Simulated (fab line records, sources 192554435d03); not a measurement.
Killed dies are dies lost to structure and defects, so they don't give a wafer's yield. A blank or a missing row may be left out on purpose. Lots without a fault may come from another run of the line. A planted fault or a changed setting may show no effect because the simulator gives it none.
Chamber matching | flow n5_finfet | N5_BEOL_M12_ETCH_67 on rie_diel-03: 4 sister chambers
The step etches SiARC in CF4, target depth 143 nm, time 238.3 s. 4 wafers are shown with their chamber, then 9 later ones without.

WAFERS WITH THEIR CHAMBER
wafer  | chamber | drypump_motor_current_A (A)
L082.5 | 3       | 6.1
L087.2 | 1       | 6.0
L087.3 | 2       | 5.8
L087.4 | 0       | 5.5

WAFERS WITHOUT THEIR CHAMBER
wafer  | drypump_motor_current_A (A)
L089.1 | 5.5
L089.3 | 6.2
L089.4 | 6.0
L095.1 | 5.5
L095.2 | 5.8
L095.3 | 6.1
L095.4 | 6.0
L095.5 | 6.0
L095.6 | 5.5

WHICH CHAMBER EACH WENT THROUGH
wafer  | from the rows above | in truth
L089.1 | 0                   | 0
L089.3 | 3                   | 3
L089.4 | 1                   | 1
L095.1 | 0                   | 0
L095.2 | 2                   | 2
L095.3 | 3                   | 3
L095.4 | 1                   | 1
L095.5 | 1                   | 1
L095.6 | 0                   | 0
Placed correctly: 9 of 9. Can't be placed from these rows: 0. Placed wrongly: 0.
How it was worked out, from the rows above alone: a wafer's distance from a chamber is the root of the sum, over the readings, of the square of ((its reading less the chamber's mean) divided by the reading's scatter). The wafer belongs to the nearest chamber; if the next one is less than 2 further off, it can't be placed. A chamber's mean is the mean of its shown wafers. The scatter: with one shown wafer a chamber, the root of the mean of the squares of how far each hidden wafer lies from its nearest shown one.
